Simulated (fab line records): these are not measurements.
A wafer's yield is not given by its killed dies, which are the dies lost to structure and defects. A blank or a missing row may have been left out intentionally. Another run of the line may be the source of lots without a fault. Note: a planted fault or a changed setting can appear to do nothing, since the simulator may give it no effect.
The same fault as seen by 3 desks | flow n5Finfet | every desk sees just its own numbers, and what lay behind them comes last

== AT THE METROLOGY DESK ==
Means of the sampled wafers that have a number, per lot and without regard to the tool the lot ran on: this is what the gauges read. Marked OUT: a lot whose mean sits more than 4 standard deviations from the usual mean, which makes it out of limits; the brackets give that distance. 7 of its 10 readings are shown, namely those furthest out on some lot.
Columns: A = DIBL_N at N5_BEOL_M4_RC_MEAS_101, usual 36.6 mV/V; B = ION_N at N5_BEOL_M4_RC_MEAS_101, usual 674 uA/um; C = ION_P at N5_BEOL_M4_RC_MEAS_101, usual 461 uA/um; D = SS_N at N5_BEOL_M4_RC_MEAS_101, usual 71.7 mV/dec; E = SS_P at N5_BEOL_M4_RC_MEAS_101, usual 73.4 mV/dec; F = VT_N at N5_BEOL_M4_RC_MEAS_101, usual 249 mV; G = VT_P at N5_BEOL_M4_RC_MEAS_101, usual -250 mV
lot  | first seen here | A    | B   | C   | D    | E    | F   | G
L977 | day 8 20:52     | 35.4 | 667 | 455 | 71.3 | 72.6 | 251 | -254
L980 | day 9 08:06     | 35.5 | 676 | 471 | 71.6 | 73.0 | 249 | -245
L986 | day 10 02:13    | 36.6 | 678 | 472 | 72.0 | 73.9 | 248 | -246
L985 | day 10 02:48    | 35.5 | 680 | 467 | 70.9 | 73.3 | 249 | -248
L987 | day 10 22:29    | 34.8 | 666 | 463 | 70.8 | 73.3 | 252 | -248
L991 | day 11 13:39    | 36.9 | 682 | 462 | 71.4 | 73.8 | 247 | -249
L990 | day 12 05:52    | 35.9 | 669 | 466 | 71.4 | 73.6 | 252 | -248
L994 | day 12 11:46    | 36.9 | 688 | 464 | 71.7 | 73.7 | 245 | -250
L997 | day 12 20:22    | 36.2 | 673 | 451 | 71.7 | 73.7 | 249 | -254
L100 | day 14 08:18    | 37.1 | 676 | 461 | 72.0 | 73.5 | 249 | -252
Result from this desk: across the 10 lots, nothing is out of limits.

== THE DEFECT DESK ==
Lot by lot, what the route's inspections counted, given as the mean of those sampled wafers with a number. Marked OUT: a lot whose mean sits more than 4 standard deviations from the usual mean, which makes it out of limits; the brackets give that distance.
Columns: A = rawDefectCount at N5_BEOL_M3_INSPECT_13, usual 438
lot  | first seen here | A
L977 | day 8 03:38     | 361
L980 | day 8 13:37     | 375
L985 | day 9 02:31     | 494
L986 | day 9 07:49     | 348
L987 | day 9 19:44     | 395
L991 | day 10 23:40    | 422
L990 | day 11 03:01    | 335
L994 | day 11 09:53    | 317
L997 | day 11 23:40    | 549
L100 | day 13 09:59    | 499
Result from this desk: across the 10 lots, nothing is out of limits.

== FOR THE TOOL OWNER'S DESK: lithoTrack-03 ==
The tool's own readings at N5_BEOL_M3_COAT_76 (time 60 s, resist thk 5 nm): means of the sampled wafers that have a number, for each lot that ran on this tool. Marked OUT: a lot whose mean sits more than 4 standard deviations from the usual mean, which makes it out of limits; the brackets give that distance.
Columns: A = plateTempC at N5_BEOL_M3_COAT_76, usual 205.04 C; B = spinSpeedRpm at N5_BEOL_M3_COAT_76, usual 1500.0 rpm
lot  | first seen here | A      | B
L980 | day 8 14:13     | 205.24 | 1499.7
L985 | day 9 03:01     | 205.20 | 1500.3
L986 | day 9 08:32     | 205.10 | 1500.5
L987 | day 9 20:17     | 204.96 | 1546.7 (+42) OUT
L991 | day 11 00:15    | 204.87 | 1546.4 (+42) OUT
Finding of this desk: L987, L991 out of limits; the first was L987 at day 9 20:17, on spinSpeedRpm at N5_BEOL_M3_COAT_76. L980, L985, L986: within limits.

== TAKEN TOGETHER ==
An alarm could have come from the tool owner's desk at day 9 20:17, on L987, L991.
The metrology desk saw nothing out of limits.
No out-of-limits result turned up at the defect desk.
The metrology desk has L987, L991 on record, within its limits.
The defect desk has L987, L991 on record, within its limits.
All the named lots went through N5_BEOL_M3_COAT_76 on lithoTrack-03.

== WHAT WAS PUT IN BY THE SIMULATOR ==
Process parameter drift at N5_BEOL_M3_COAT_76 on lithoTrack-03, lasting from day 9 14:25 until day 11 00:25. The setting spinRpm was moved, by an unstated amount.
Shown lots that were struck: L987, L991.
Time in hours from fault onset to the first out-of-limits reading at each desk: the tool owner's desk, 6.
